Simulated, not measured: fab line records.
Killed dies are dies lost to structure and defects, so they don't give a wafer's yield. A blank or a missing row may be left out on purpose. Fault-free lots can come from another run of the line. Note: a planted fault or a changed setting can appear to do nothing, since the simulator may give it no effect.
A lot that was struck, set against a sound lot :: flow n5 finfet :: 27 out of 1938 route steps
Sound: these wafers, L838.2, L838.3, L838.4. Struck: wafer L831.2; the same lot's L831.4 was not struck, so it is left out; see the end for the cause.
Order at every step that has rows: each side's tool, ch and its chambers, its first start. Under that, the readings that differ: sound wafers :: struck wafers :: difference of the means :: sigmas: that difference in standard deviations of wafers without a fault.
alike: readings with means less than 2 such deviations apart, plus words and numbers identical on both sides. not compared: withheld readings, readings lacking a value on some wafer, bounds such as >300 that could conceal the same value, and numbers that have no deviation in the record and whose values overlap.
The two part at a step that has a row with sigmas, a row that says differs or no value, or rows on one side only. Numbers that have no deviation but don't overlap get no sigmas and don't part them. Lack of a reading on every wafer of one side parts them only where that side has two or more wafers.

first, 3 steps without rows for these wafers: N5_STI_FIN_REVEAL_ALD_14 (deposits Si3N4, target thk 3 nm); N5_STI_FIN_REVEAL_FCVD_FILL_01 (material SiO2 flowable, target thk 312 nm, time 512.2 s); N5_STI_FIN_REVEAL_DENSIFY_02 (time 1800 s).
N5_STI_FIN_REVEAL_CMP_04: polishes, stops on Si3N4, t overpolish 4 s, target thk 131.83 nm.
  sound on cmp-03 ch 0,2,3, day 6 02:38; struck on cmp-04 ch 0, day 4 09:01
  alike: motor current A, overpolish run s, retaining ring pressure frac, time to endpoint s
N5_STI_FIN_REVEAL_THK_MEAS_05:
  sound: film metro-01 at day 6 02:53; struck: film metro-02 at day 4 09:18
  alike: thk nm
N5_STI_FIN_REVEAL_DENSIFY_30:
  sound on rtp anneal-01 ch 0, day 6 03:13; struck on rtp anneal-01 ch 0, day 4 09:31
  alike: lamp power pct, lamp_zone_7_pct
  not compared: wafer_temp_C_max
N5_STI_FIN_REVEAL_ETCHBACK_08: etches SiO2 in C4F6/O2, target depth 30.5 nm, time 10.167 s.
  sound on rie diel-06 ch 0,1,2, day 6 03:23; struck on rie diel-06 ch 0, day 4 09:46
  alike: drypump motor current A, oes product au, rf vpp V, showerhead plenum p Torr, throttle valve pct
  not compared: rf hours counter h
N5_STI_FIN_REVEAL_STRIP_24: strips in N2/H2, time 90 s.
  sound on rie diel-06 ch 0,1,2, day 6 03:25; struck on rie diel-06 ch 0, day 4 09:48
  alike: drypump motor current A, n2 flow sccm, oes product au, rf vpp V, showerhead plenum p Torr, throttle valve pct
  not compared: rf hours counter h
then, 4 steps without rows for these wafers: N5_STI_FIN_REVEAL_PRECLEAN_25 (cleans in SPM, time 90 s); N5_STI_FIN_REVEAL_PRECLEAN_26 (cleans in SC1, time 45 s); N5_STI_FIN_REVEAL_PRECLEAN_29 (cleans in DHF, time 30 s); N5_STI_FIN_REVEAL_SRD_12 (time 30 s).
N5_STI_FIN_REVEAL_RECESS_09: chemistry HF/NH3, target SiO2, afs cycles 11, target depth 42.5 nm, sublimation time 60 s.
  sound on vapor etch-02 ch 0,1, day 6 03:38; struck on vapor etch-01 ch 1, day 4 10:01
reading: model.etch.depth nm (nm)
sound: 43.23 43.23 43.23
struck: 30.69
difference: -12.54
sigmas: 
  alike: drypump motor current A
then, 7 steps without rows for these wafers: N5_STI_FIN_REVEAL_STRIP_16 (strips SiNx in H3PO4, target depth 23.8 nm); N5_STI_FIN_REVEAL_PRECLEAN_17 (cleans in NF3:NH3, afs cycles 1, time 20 s, sublimation time 60 s); N5_STI_FIN_REVEAL_ETCH_34 (etches Si in H2, material Si, target depth 0.97 nm); N5_STI_FIN_REVEAL_OXIDATION_31 (chemistry O2 PLASMA REMOTE, time 20 s); N5_STI_FIN_REVEAL_PRECLEAN_32 (cleans in NF3:NH3, afs cycles 1, time 20 s, sublimation time 60 s); N5_STI_FIN_REVEAL_STRIP_35 (strips Si3N4 in H3PO4, target depth 4 nm, time 39 s); N5_STI_FIN_REVEAL_SRD_21 (time 30 s).
N5_STI_FIN_REVEAL_OXIDATION_33: chemistry O2 PLASMA REMOTE, time 20 s.
  sound on plasma asher-01 ch 0,1, day 6 06:08; struck on plasma asher-01 ch 1, day 4 12:31
  alike: drypump motor current A, heater power w
  not compared: rf hours counter h
then, 2 steps without rows for these wafers: N5_STI_FIN_REVEAL_CLEAN_19 (cleans in O3/DIW, time 120 s); N5_STI_FIN_REVEAL_SRD_23 (time 30 s).
N5_STI_FIN_REVEAL_CD_MEAS_22: target cd 6.238 nm, pitch 28 nm.
  sound: cd sem-01 at day 6 06:19; struck: cd sem-01 at day 4 12:41
  alike: cd nm
N5_STI_FIN_REVEAL_FIN_H_MEAS_10:
  sound: ocd-02 at day 6 06:20; struck: ocd-02 at day 4 12:43
reading: trench depth nm (nm)
sound: 53.3 52.4 53.1
struck: 39.9
difference: -13.0
sigmas: -18
then, 1 step without rows for these wafers: N5_STI_FIN_REVEAL_PRECLEAN_18 (cleans in SC2, time 45 s).
-- here the record skips 6 days between the struck wafers' starts before and after, leaving off in module STI_FIN_REVEAL and picking up in module BEOL_M4 (first step shown: number 1111 of the route) --
N5_BEOL_M4_RC_MEAS_101:
  sound on prober-02 ch 0, day 11 20:33; struck on prober-01 ch 0, day 10 09:43
  alike: DIBL_N, DIBL_P, IOFF_N, IOFF_P, ION_N, ION_P, SS_N, SS_P, VT_N, VT_P

WHERE THEY PART
Only at N5_STI_FIN_REVEAL_FIN_H_MEAS_10, within this record. Later steps at which nothing parts them and some readings are alike: N5_BEOL_M4_RC_MEAS_101.

WHY: what the simulator had put in
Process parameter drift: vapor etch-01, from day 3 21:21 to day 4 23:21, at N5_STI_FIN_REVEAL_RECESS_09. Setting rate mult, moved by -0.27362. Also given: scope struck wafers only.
